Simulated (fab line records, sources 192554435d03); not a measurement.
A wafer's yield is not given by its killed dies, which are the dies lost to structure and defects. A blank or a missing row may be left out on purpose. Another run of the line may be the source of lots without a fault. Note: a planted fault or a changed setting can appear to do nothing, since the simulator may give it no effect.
fab line records -- flow n5_finfet
[record] lots = 7, wafers = 21
route steps=1938 shown BEOL_M2@881 BEOL_M3@994 BEOL_M5@1142 BEOL_M6@1218 BEOL_M7@1293
start_h: hours from the record's first day to the start of the lot's first wafer shown -- wait_h: how many hours have passed since the lot's step before this one -- " repeats the value in the row above -- L1.1+2: one row covering several wafers at once -- - no value present, or no start provided -- * or withheld: withheld -- < > ~ a bound
route shown NAME@n: NAME is a module with steps in the file, n the number in the route of the first one -- usual: mean and standard deviation over wafers with no fault -- same: alike in all rows -- chamber/n: place in a boat -- sites: readings site by site -- _std_site: standard deviation across them -- _edge_site: the outer-site mean with the inner-site mean subtracted -- radius_mm: for every site, how far away it sits from the centre of the wafer -- mask NAME#n: copy n -- behind: the tool/chamber that last shaped the wafer -- hold: reason for holding the lot/hours on hold/outcome of the hold -- device: transistor that didn't switch, given as n, p or np -- end of line: the tests these same wafers got at the end of their route -- where a step has no rows: the recipe by itself -- killed: at the first sort, the dies lost to defects and structure; wafer yield is something else -- map: dies across one wafer; x = killed, . = not, _ = none there
set.NAME: the setting as run; set.NAME@STEP: as run at that earlier step -- model.NAME: the simulator's own value behind a step, which no gauge read
lots where settings were altered on purpose, with a table for each step and a row for each wafer
[[steps]]
[step N5_BEOL_M2_ETCH_69]
[recipe] chemistry = CF4, target = SiARC, target_depth_a = 156, mask_material = CAR-EUV, time_s = 26, ion_energy_ev = 80, pressure_mtorr = 40, source_w = 545, bias_w = 36, Ar_flow_sccm = 100, cf4_flow_sccm = 100, ends = cleared
[usual] rf_vpp_V = 184.5/1.1
lot.wafer,tool,chamber,start_h,wait_h,set.bias_w,rf_vpp_V
L075.2,rie_diel-05,3,175.30,0.0,36,187.7
L075.3,rie_diel-05,2,175.30,0.0,36,185.1
L075.5,rie_diel-05,1,175.30,0.0,37.96,191.4
L080.1,rie_diel-04,3,181.32,0.0,36,184.8
L080.3,rie_diel-04,2,181.32,0.0,36,184.0
L080.5,rie_diel-04,3,181.32,0.0,36,185.0
L084.1,rie_diel-01,2,209.05,0.0,29.91,163.9
L084.4,rie_diel-01,3,209.05,0.0,36,183.2
L084.5,rie_diel-01,2,209.05,0.0,29.91,163.1
L091.1,rie_diel-01,2,239.23,0.0,30.62,166.1
L091.3,rie_diel-01,0,239.23,0.0,30.62,167.5
L091.5,rie_diel-01,2,239.23,0.0,36,184.2
L095.2,rie_diel-01,2,265.95,0.0,36,184.7
L095.3,rie_diel-01,0,265.95,0.0,36,183.6
L095.4,rie_diel-01,1,265.95,0.0,36,183.5
L096.1,rie_diel-01,3,274.10,0.0,36,185.0
L096.4,rie_diel-01,2,274.10,0.0,36,184.3
L096.5,rie_diel-01,3,274.10,0.0,36,182.5
L097.1,rie_diel-05,0,275.13,0.0,40.15,198.6
L097.2,rie_diel-05,1,275.13,0.0,36,184.5
L097.6,rie_diel-05,2,275.13,0.0,40.15,196.2
[step N5_BEOL_M2_ALD_98]
[recipe] material = SiO2, target_thk_a = 25, temp_c = 100, ald_precursor_family = BDEAS, ald_co_reactant = O2-plasma, pulse_time_s = 1, co_reactant_pulse_time_s = 1, purge_time_s = 2, co_reactant_purge_time_s = 2, ald_cycles = 17, pressure_torr = 2
[step N5_BEOL_M2_ETCHBACK_99]
[recipe] chemistry = CHF3, target = SiO2, target_depth_a = 50, time_s = 10.4, source_w = 215, bias_w = 47, Ar_flow_sccm = 200, CHF3_flow_sccm = 12, ion_energy_ev = 100, pressure_mtorr = 30
lot.wafer,tool,chamber,start_h,wait_h,set.time_s@BEOL_M2_DESCUM_33,model.CAR-EUV_of_BEOL_M2_COAT_22.thk_nm
L075.2,rie_diel-01,3,204.70,28.0,5.767,11
L075.3+5,rie_diel-01,"0,3",204.70,28.0,7,10.6
L080.1+5,rie_diel-01,"2,3",227.36,45.8,7,10.6
L080.3,rie_diel-01,3,227.36,45.8,7,10.8
L084.1+4,rie_diel-05,"2,1",245.59,36.4,7,10.4
L084.5,rie_diel-05,1,245.59,36.4,7,10.2
L091.1+3,rie_diel-01,"1,3",294.50,54.9,7,10.4
L091.5,rie_diel-01,3,294.50,54.9,6.558,10.8
L095.2+4,rie_diel-04,"2,1",315.59,49.4,5.452,11.2
L095.3,rie_diel-04,3,315.59,49.4,7,10.4
L096.1,rie_diel-04,3,326.56,51.5,7,10.4
L096.4,rie_diel-04,1,326.56,51.5,7,10.6
L096.5,rie_diel-04,2,326.56,51.5,6.211,10.8
L097.1,rie_diel-05,1,326.64,51.3,7.659,10.2
L097.2,rie_diel-05,0,326.64,51.3,7.659,10.4
L097.6,rie_diel-05,0,326.64,51.3,7,10.4
[step N5_BEOL_M3_SPUTTER_48]
[recipe] material = Cu, target_thk_a = 45, temp_c = -20, chamber_pressure_pa = 0.07, power_w = withheld, time_s = 8.29
lot.wafer,tool,chamber,start_h,wait_h,set.time_s,model.Cu_of_BEOL_M3_SPUTTER_48.thk_nm
L075.2,pvd_sputter-02,-,224.40,0.2,7.86,4
L075.3,pvd_sputter-02,-,224.40,0.2,7.86,4.2
L075.5,pvd_sputter-02,-,224.40,0.2,8.29,4.4
L080.1+5,pvd_sputter-01,-,242.88,1.2,8.29,4.8
L080.3,pvd_sputter-01,-,242.88,1.2,8.29,4.6
L084.1+4,pvd_sputter-03,-,263.50,3.0,8.29,4.6
L084.5,pvd_sputter-03,-,263.50,3.0,8.29,4.8
L091.1,pvd_sputter-03,-,305.49,0.2,8.29,4.8
L091.3,pvd_sputter-03,-,305.49,0.2,7.341,4.2
L091.5,pvd_sputter-03,-,305.49,0.2,7.341,4
L095.2,pvd_sputter-03,-,328.09,0.1,8.29,4.6
L095.3,pvd_sputter-03,-,328.09,0.1,8.29,4.4
L095.4,pvd_sputter-03,-,328.09,0.1,8.626,4.6
L096.1,pvd_sputter-01,-,344.82,0.2,7.132,4
L096.4,pvd_sputter-01,-,344.82,0.2,8.29,4.8
L096.5,pvd_sputter-01,-,344.82,0.2,7.132,4.2
L097.1,pvd_sputter-02,-,348.47,0.2,7.615,3.8
L097.2,pvd_sputter-02,-,348.47,0.2,8.29,4.4
L097.6,pvd_sputter-02,-,348.47,0.2,7.615,4
[step N5_BEOL_M5_COAT_22]
[recipe] resist = CAR-EUV, spin_rpm = 1500, resist_thk_nm = 30
lot.wafer,tool,chamber,start_h,wait_h,set.spin_rpm,model.CAR-EUV_of_BEOL_M5_COAT_22.thk_nm
L075.2,litho_track-05,0,-,-,1500,30
L075.3,litho_track-05,0,-,-,1647,28.8
L075.5,litho_track-05,0,-,-,1500,30.2
L080.1+3+5,litho_track-02,0,-,-,1500,30
L084.1+4,litho_track-02,0,-,-,1500,30
L084.5,litho_track-02,0,-,-,1500,30.2
L091.1+3,litho_track-02,0,-,-,1500,30
L091.5,litho_track-02,0,-,-,1411,31
L095.2,litho_track-02,0,-,-,1500,30.2
L095.3,litho_track-02,0,-,-,1500,30
L095.4,litho_track-02,0,-,-,1604,29
L096.1,litho_track-01,0,-,-,1376,31.2
L096.4+5,litho_track-01,0,-,-,1500,30
L097.1+2,litho_track-01,0,-,-,1500,30
L097.6,litho_track-01,0,-,-,1380,31.2
[step N5_BEOL_M5_EBR_24]
[recipe] solvent = PGMEA, ebr_width_mm = 1.5
[step N5_BEOL_M5_SOFTBAKE_23]
[recipe] temp_c = 110, time_s = 60, resist = CAR-EUV
[step N5_BEOL_M5_DESCUM_33]
[recipe] chemistry = O2, time_s = 7, source_power_w = 50, bias_power_w = 20, pressure_mtorr = 20, rf_frequency_hz = 2.712e+07, temp_c = 40, resist = CAR-EUV, o2_flow_sccm = 225
[step N5_BEOL_M5_ETCH_75]
[recipe] chemistry = N2/H2, target = underlayer, target_depth_a = 65, mask_material = CAR-EUV, time_s = 5.2, ion_energy_ev = 200, pressure_mtorr = 30, source_w = 840, bias_w = 150, n2_flow_sccm = 200, h2_flow_sccm = 200, ends = cleared
[step N5_BEOL_M5_ETCH_67]
[recipe] chemistry = CF4, target = SiARC, target_depth_a = 156, mask_material = CAR-EUV, time_s = 26, ion_energy_ev = 80, pressure_mtorr = 40, source_w = 545, bias_w = 36, Ar_flow_sccm = 100, cf4_flow_sccm = 100, ends = cleared
lot.wafer,tool,chamber,start_h,wait_h,set.spin_rpm@BEOL_M5_COAT_22,model.CAR-EUV_of_BEOL_M5_COAT_22.thk_nm
L075.2+5,rie_diel-06,"1,2",280.75,0.0,1500,11.2
L075.3,rie_diel-06,0,280.75,0.0,1647,9.8
L080.1+3+5,rie_diel-06,"3,1,3",311.81,0.0,1500,11.2
L084.1+4,rie_diel-02,"2,3",328.29,0.0,1500,11.2
L084.5,rie_diel-02,2,328.29,0.0,1500,11.4
L091.1,rie_diel-03,2,352.87,0.0,1500,11
L091.3,rie_diel-03,3,352.87,0.0,1500,11.2
L091.5,rie_diel-03,1,352.87,0.0,1411,12.2
L095.2,rie_diel-06,0,391.06,0.0,1500,11.4
L095.3,rie_diel-06,1,391.06,0.0,1500,11.2
L095.4,rie_diel-06,3,391.06,0.0,1604,10.2
L096.1,rie_diel-06,1,395.43,0.0,1376,12.4
L096.4+5,rie_diel-06,"0,1",395.43,0.0,1500,11.2
L097.1,rie_diel-03,0,407.14,0.0,1500,10.8
L097.2,rie_diel-03,3,407.14,0.0,1500,11.2
L097.6,rie_diel-03,2,407.14,0.0,1380,12.4
[step N5_BEOL_M6_COAT_63]
[recipe] resist = SOC, temp_c = 250, time_s = 60, spin_rpm = 1500, resist_thk_nm = 60
lot.wafer,tool,chamber,start_h,wait_h,set.spin_rpm,model.SOC_of_BEOL_M6_COAT_63.thk_nm
L075.2,litho_track-05,0,294.08,0.0,1500,60
L075.3+5,litho_track-05,0,294.08,0.0,1343,63.4
L080.1+3+5,litho_track-05,0,325.38,2.5,1500,60.2
L084.1+4+5,litho_track-05,0,341.55,2.9,1500,59.8
L091.1+5,litho_track-04,0,365.81,2.7,1500,59.8
L091.3,litho_track-04,0,365.81,2.7,1440,61
L095.2,litho_track-05,0,405.68,2.9,1500,59.8
L095.3+4,litho_track-05,0,405.68,2.9,1500,60
L096.1+5,litho_track-05,0,409.64,3.0,1500,59.8
L096.4,litho_track-05,0,409.64,3.0,1500,60
L097.1,litho_track-05,0,418.89,0.1,1500,59.6
L097.2+6,litho_track-05,0,418.89,0.1,1500,59.8
[step N5_BEOL_M6_COAT_64]
[recipe] resist = SiARC, temp_c = 220, time_s = 60, spin_rpm = 1500, resist_thk_nm = 12
[step N5_BEOL_M6_COAT_71]
[recipe] resist = underlayer, temp_c = 205, time_s = 60, spin_rpm = 1500, resist_thk_nm = 5
[step N5_BEOL_M6_ETCH_72]
[recipe] chemistry = N2/H2, target = underlayer, target_depth_a = 65, mask_material = CAR-EUV, time_s = 5.2, ion_energy_ev = 200, pressure_mtorr = 30, source_w = 840, bias_w = 150, n2_flow_sccm = 200, h2_flow_sccm = 200, ends = cleared
[step N5_BEOL_M6_ETCH_65]
[recipe] chemistry = CF4, target = SiARC, target_depth_a = 156, mask_material = CAR-EUV, time_s = 26, ion_energy_ev = 80, pressure_mtorr = 40, source_w = 545, bias_w = 36, Ar_flow_sccm = 100, cf4_flow_sccm = 100, ends = cleared
[step N5_BEOL_M6_ETCH_66]
[recipe] chemistry = N2/H2, target = SOC, target_depth_a = 800, overetch_a = 160, mask_material = SiARC, temp_c = 40, time_s = 120, ion_energy_ev = 200, pressure_mtorr = 30, source_w = 840, bias_w = 150, n2_flow_sccm = 200, h2_flow_sccm = 200
lot.wafer,tool,chamber,start_h,wait_h,set.spin_rpm@BEOL_M6_COAT_63,model.etch.depth_nm
L075.2,rie_diel-05,2,295.00,0.0,1500,60.01
L075.3,rie_diel-05,3,295.00,0.0,1343,63.47
L075.5,rie_diel-05,1,295.00,0.0,1343,63.36
L080.1,rie_diel-05,0,325.98,0.0,1500,60.19
L080.3,rie_diel-05,2,325.98,0.0,1500,60.22
L080.5,rie_diel-05,3,325.98,0.0,1500,60.28
L084.1,rie_diel-01,0,342.10,0.0,1500,59.89
L084.4,rie_diel-01,3,342.10,0.0,1500,59.9
L084.5,rie_diel-01,1,342.10,0.0,1500,59.81
L091.1,rie_diel-05,3,366.38,0.0,1500,59.87
L091.3,rie_diel-05,1,366.38,0.0,1440,61.09
L091.5,rie_diel-05,2,366.38,0.0,1500,59.78
L095.2,rie_diel-05,2,406.30,0.0,1500,59.81
L095.3,rie_diel-05,3,406.30,0.0,1500,60.01
L095.4,rie_diel-05,0,406.30,0.0,1500,59.92
L096.1+5,rie_diel-04,3,410.33,0.0,1500,59.79
L096.4,rie_diel-04,0,410.33,0.0,1500,60.07
L097.1,rie_diel-05,1,419.50,0.0,1500,59.63
L097.2,rie_diel-05,0,419.50,0.0,1500,59.78
L097.6,rie_diel-05,2,419.50,0.0,1500,59.82
[step N5_BEOL_M6_STRIP_69]
[recipe] chemistry = N2/H2, temp_c = 40, n2_flow_sccm = 200, h2_flow_sccm = 200, rf_frequency_hz = 6e+07
[step N5_BEOL_M6_STRIP_73]
[recipe] chemistry = N2/H2, temp_c = 40, n2_flow_sccm = 200, h2_flow_sccm = 200, rf_frequency_hz = 6e+07
[step N5_BEOL_M6_VIA_ETCH_34]
[recipe] chemistry = C4F6/O2, target = SiCOH_lowk, target_depth_a = 1263, mask_material = SOC, taper_deg = 4, time_s = 50.9, ion_energy_ev = 250, pressure_mtorr = 30, source_w = 345, bias_w = 185, Ar_flow_sccm = 300, C4F6_flow_sccm = 10, O2_flow_sccm = 10
lot.wafer,tool,chamber,start_h,wait_h,set.spin_rpm@BEOL_M6_COAT_63,model.SOC_of_BEOL_M6_COAT_63.thk_nm
L075.2,rie_diel-05,2,295.10,0.0,1500,54.4
L075.3,rie_diel-05,3,295.10,0.0,1343,57.4
L075.5,rie_diel-05,1,295.10,0.0,1343,57.2
L080.1+5,rie_diel-05,"0,3",326.08,0.0,1500,54.2
L080.3,rie_diel-05,2,326.08,0.0,1500,54.4
L084.1+4,rie_diel-01,"0,3",342.20,0.0,1500,54
L084.5,rie_diel-01,1,342.20,0.0,1500,53.6
L091.1,rie_diel-05,3,366.48,0.0,1500,53.8
L091.3,rie_diel-05,1,366.48,0.0,1440,55
L091.5,rie_diel-05,2,366.48,0.0,1500,54
L095.2,rie_diel-05,2,406.41,0.0,1500,54.2
L095.3+4,rie_diel-05,"3,0",406.41,0.0,1500,54
L096.1+5,rie_diel-04,3,410.43,0.0,1500,53.4
L096.4,rie_diel-04,0,410.43,0.0,1500,54
L097.1,rie_diel-05,1,419.60,0.0,1500,53.4
L097.2,rie_diel-05,0,419.60,0.0,1500,53.8
L097.6,rie_diel-05,2,419.60,0.0,1500,54
[step N5_BEOL_M7_EXPOSE_25]
[recipe] mask_id = V6, na = 0.33, source_shape = annular, sigma_inner = 0.4, sigma_outer = 0.8, polarization = unpolarized, target_cd_nm = 40, dose_mj = 42.5
lot.wafer,tool,chamber,start_h,wait_h,mask,set.dose_mj
L075.2+3+5,euv_scanner-02,0,303.68,-,V6#0,42.5
L080.1+3+5,euv_scanner-02,0,331.79,-,V6#0,42.5
L084.1+5,euv_scanner-01,0,349.29,-,V6#0,42.5
L084.4,euv_scanner-01,0,349.29,-,V6#0,45.63
L091.1,euv_scanner-02,0,373.08,-,V6#0,42.5
L091.3+5,euv_scanner-02,0,373.08,-,V6#0,45.29
L095.2+3,euv_scanner-02,0,417.22,-,V6#0,42.5
L095.4,euv_scanner-02,0,417.22,-,V6#0,43.41
L096.1+5,euv_scanner-02,0,418.58,-,V6#0,42.5
L096.4,euv_scanner-02,0,418.58,-,V6#0,44.6
L097.1,euv_scanner-02,0,426.96,-,V6#0,41.12
L097.2+6,euv_scanner-02,0,426.96,-,V6#0,42.5
[step N5_BEOL_M7_PEB_26]
[recipe] peb_temp_c = 100, peb_time_s = 60, resist = CAR-EUV
[step N5_BEOL_M7_DEVELOP_27]
[recipe] develop_time_s = 30, developer = TMAH, resist = CAR-EUV, rinse_liquid = surfactant_rinse, dry = air_spin, dev_temp_c = 23
[step N5_BEOL_M7_CD_MEAS_28]
[recipe] target_cd_nm = 40, landing_energy_ev = 500, detector = se_inlens
[usual] cd_nm = 39.99/0.26
lot.wafer,tool,chamber,start_h,wait_h,set.dose_mj@BEOL_M7_EXPOSE_25,cd_nm
L075.2,cd_sem-03,0,303.81,-,42.5,39.93
L075.3,cd_sem-03,0,303.81,-,42.5,40.16
L075.5,cd_sem-03,0,303.81,-,42.5,40.55
L080.1,cd_sem-01,0,331.92,-,42.5,40.02
L080.3,cd_sem-01,0,331.92,-,42.5,39.97
L080.5,cd_sem-01,0,331.92,-,42.5,39.93
L084.1,cd_sem-01,0,349.42,-,42.5,39.98
L084.4,cd_sem-01,0,349.42,-,45.63,41.23
L084.5,cd_sem-01,0,349.42,-,42.5,39.92
L091.1,cd_sem-03,0,373.21,-,42.5,39.85
L091.3,cd_sem-03,0,373.21,-,45.29,41.30
L091.5,cd_sem-03,0,373.21,-,45.29,41.35
L095.2,cd_sem-01,0,417.34,-,42.5,39.95
L095.3,cd_sem-01,0,417.34,-,42.5,39.85
L095.4,cd_sem-01,0,417.34,-,43.41,40.43
L096.1,cd_sem-03,0,418.72,-,42.5,40.36
L096.4,cd_sem-03,0,418.72,-,44.6,41.20
L096.5,cd_sem-03,0,418.72,-,42.5,40.02
L097.1,cd_sem-01,0,427.09,-,41.12,39.19
L097.2,cd_sem-01,0,427.09,-,42.5,39.55
L097.6,cd_sem-01,0,427.09,-,42.5,40.28
[step N5_BEOL_M7_DESCUM_33]
[recipe] chemistry = O2, time_s = 7, source_power_w = 50, bias_power_w = 20, pressure_mtorr = 20, rf_frequency_hz = 2.712e+07, temp_c = 40, resist = CAR-EUV, o2_flow_sccm = 225
lot.wafer,tool,chamber,start_h,wait_h,set.dose_mj@BEOL_M7_EXPOSE_25,model.BEOL_M7.cd_nm
L075.2+3,rie_diel-03,"3,1",303.93,0.0,42.5,40
L075.5,rie_diel-03,2,303.93,0.0,42.5,40.2
L080.1+3+5,rie_diel-02,"1,2,0",332.04,0.0,42.5,40
L084.1+5,rie_diel-02,"3,0",349.55,0.0,42.5,40
L084.4,rie_diel-02,2,349.55,0.0,45.63,41.4
L091.1,rie_diel-02,0,373.34,0.0,42.5,39.8
L091.3,rie_diel-02,3,373.34,0.0,45.29,41.4
L091.5,rie_diel-02,2,373.34,0.0,45.29,41.2
L095.2+3,rie_diel-02,"0,3",417.94,0.5,42.5,40
L095.4,rie_diel-02,2,417.94,0.5,43.41,40.4
L096.1,rie_diel-03,0,418.84,0.0,42.5,40.2
L096.4,rie_diel-03,3,418.84,0.0,44.6,41.4
L096.5,rie_diel-03,3,418.84,0.0,42.5,40
L097.1,rie_diel-06,2,427.32,0.1,41.12,39
L097.2,rie_diel-06,3,427.32,0.1,42.5,39.8
L097.6,rie_diel-06,0,427.32,0.1,42.5,40
[step N5_BEOL_M7_ETCH_72]
[recipe] chemistry = N2/H2, target = underlayer, target_depth_a = 65, mask_material = CAR-EUV, time_s = 5.2, ion_energy_ev = 200, pressure_mtorr = 30, source_w = 840, bias_w = 150, n2_flow_sccm = 200, h2_flow_sccm = 200, ends = cleared
lot.wafer,tool,chamber,start_h,wait_h,set.dose_mj@BEOL_M7_EXPOSE_25,model.BEOL_M7.cd_nm
L075.2+3,rie_diel-03,"3,1",303.96,0.0,42.5,40
L075.5,rie_diel-03,2,303.96,0.0,42.5,40.2
L080.1+3,rie_diel-02,"1,2",332.08,0.0,42.5,40
L080.5,rie_diel-02,0,332.08,0.0,42.5,39.8
L084.1,rie_diel-02,3,349.58,0.0,42.5,40.2
L084.4,rie_diel-02,2,349.58,0.0,45.63,41.4
L084.5,rie_diel-02,0,349.58,0.0,42.5,39.8
L091.1,rie_diel-02,0,373.37,0.0,42.5,39.6
L091.3,rie_diel-02,3,373.37,0.0,45.29,41.4
L091.5,rie_diel-02,2,373.37,0.0,45.29,41
L095.2+3,rie_diel-02,"0,3",417.97,0.0,42.5,40
L095.4,rie_diel-02,2,417.97,0.0,43.41,40.4
L096.1,rie_diel-03,0,418.87,0.0,42.5,40.2
L096.4,rie_diel-03,3,418.87,0.0,44.6,41.4
L096.5,rie_diel-03,3,418.87,0.0,42.5,40
L097.1,rie_diel-06,2,427.35,0.0,41.12,38.8
L097.2,rie_diel-06,3,427.35,0.0,42.5,39.8
L097.6,rie_diel-06,0,427.35,0.0,42.5,40
[[key]]
[split] step = N5_BEOL_M2_ETCH_69, setting = bias_w, stated = 36, by = wafer
[response] step = N5_BEOL_M2_ETCH_69, reading = rf_vpp_V, change = +1.14, per = 1%, r = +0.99
[split] step = N5_BEOL_M3_SPUTTER_48, setting = time_s, stated = 8.29, by = wafer
[response] step = N5_BEOL_M3_SPUTTER_48, reading = model.Cu_of_BEOL_M3_SPUTTER_48.thk_nm, change = +0.0547, per = 1%, r = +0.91
[split] step = N5_BEOL_M5_COAT_22, setting = spin_rpm, stated = 1500, by = wafer
[response] step = N5_BEOL_M5_COAT_22, reading = model.CAR-EUV_of_BEOL_M5_COAT_22.thk_nm, change = -0.147, per = 1%, r = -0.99
[response] step = N5_BEOL_M5_ETCH_67, reading = model.CAR-EUV_of_BEOL_M5_COAT_22.thk_nm, change = -0.157, per = 1%, r = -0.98
[split] step = N5_BEOL_M6_COAT_63, setting = spin_rpm, stated = 1500, by = wafer
[response] step = N5_BEOL_M6_COAT_63, reading = model.SOC_of_BEOL_M6_COAT_63.thk_nm, change = -0.322, per = 1%, r = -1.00
[response] step = N5_BEOL_M6_ETCH_66, reading = model.etch.depth_nm, change = -0.324, per = 1%, r = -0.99
[response] step = N5_BEOL_M6_VIA_ETCH_34, reading = model.SOC_of_BEOL_M6_COAT_63.thk_nm, change = -0.277, per = 1%, r = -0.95
[split] step = N5_BEOL_M7_EXPOSE_25, setting = dose_mj, stated = 42.5, by = wafer
[response] step = N5_BEOL_M7_CD_MEAS_28, reading = cd_nm, change = +0.202, per = 1%, r = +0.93
[response] step = N5_BEOL_M7_DESCUM_33, reading = model.BEOL_M7.cd_nm, change = +0.222, per = 1%, r = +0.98
[response] step = N5_BEOL_M7_ETCH_72, reading = model.BEOL_M7.cd_nm, change = +0.231, per = 1%, r = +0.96
split outside_this_file step=N5_BEOL_M2_DESCUM_33 setting=time_s
// split outside_this_file: this setting was split too, and the file shows its column; the key of that split is in another file
